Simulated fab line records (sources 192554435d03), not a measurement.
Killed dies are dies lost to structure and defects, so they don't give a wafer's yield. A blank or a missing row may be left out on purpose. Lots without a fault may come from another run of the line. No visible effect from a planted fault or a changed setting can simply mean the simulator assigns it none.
Chamber matching	flow n5 finfet	4 sister chambers for N5_BEOL_M13_DESCUM_33 on rie diel-06
The step chemistry O2, time 7.9 s. 24 wafers are shown with their chamber, then 12 later ones without.

WAFERS PAIRED WITH THEIR CHAMBERS
wafer	chamber	showerhead plenum p Torr (Torr)	throttle valve pct (%)	oes product au (a.u.)
L077.2	3	2.17	20.39	0.73
L077.3	1	2.03	20.09	0.83
L077.6	1	2.03	20.09	0.83
L079.1	0	2.01	20.73	0.70
L079.4	3	2.17	20.41	0.74
L079.6	0	2.01	20.74	0.70
L076.1	0	2.01	20.73	0.70
L076.2	1	2.03	20.08	0.82
L076.3	2	2.22	20.41	0.80
L082.1	1	2.03	20.11	0.81
L082.2	3	2.17	20.40	0.72
L082.4	2	2.21	20.44	0.79
L083.1	3	2.17	20.40	0.73
L083.3	1	2.03	20.12	0.81
L083.6	3	2.17	20.41	0.73
L087.2	2	2.21	20.43	0.79
L087.5	2	2.21	20.45	0.78
L087.6	3	2.17	20.42	0.73
L085.4	0	2.00	20.76	0.70
L085.5	3	2.16	20.43	0.72
L085.6	2	2.21	20.44	0.79
L090.3	3	2.16	20.44	0.72
L090.4	2	2.21	20.45	0.77
L090.6	1	2.02	20.10	0.80

SIGNATURES (averages over the wafers above)
reading	chamber 0	chamber 1	chamber 2	chamber 3	scatter within a chamber
showerhead plenum p Torr	2.0075	2.0283	2.2117	2.1675	0.00443
throttle valve pct	20.7400	20.0983	20.4367	20.4125	0.0154
oes product au	0.7000	0.8167	0.7867	0.7275	0.00899
Rule: a wafer lies at a distance from a chamber equal to the root of the sum of squares, over the readings, of (its reading less the chamber's mean, divided by the reading's scatter). The wafer belongs to the nearest chamber; if the next one is less than 2 further off, it can't be placed. The scatter: the root of (the sum of the squares of (reading less its chamber's mean) over the shown wafers, divided by (wafers less chambers)).

WAFERS WITHOUT THEIR CHAMBER
wafer	showerhead plenum p Torr (Torr)	throttle valve pct (%)	oes product au (a.u.)
L091.1	2.00	20.77	0.69
L091.3	2.21	20.47	0.77
L091.5	2.00	20.75	0.68
L092.1	2.16	20.45	0.71
L092.2	2.00	20.77	0.69
L092.6	2.21	20.46	0.77
L094.1	2.00	20.78	0.69
L094.5	2.21	20.45	0.77
L094.6	2.16	20.44	0.71
L097.2	2.20	20.48	0.77
L097.3	2.16	20.46	0.71
L097.6	2.16	20.45	0.70

WHICH CHAMBER EACH WENT THROUGH
wafer	from the rows above	in truth
L091.1	0	0
L091.3	2	2
L091.5	0	0
L092.1	3	3
L092.2	0	0
L092.6	2	2
L094.1	0	0
L094.5	2	2
L094.6	3	3
L097.2	2	2
L097.3	3	3
L097.6	3	3
Correctly placed: 12 of 12. Not placeable from these rows: 0. Number placed wrongly: 0.
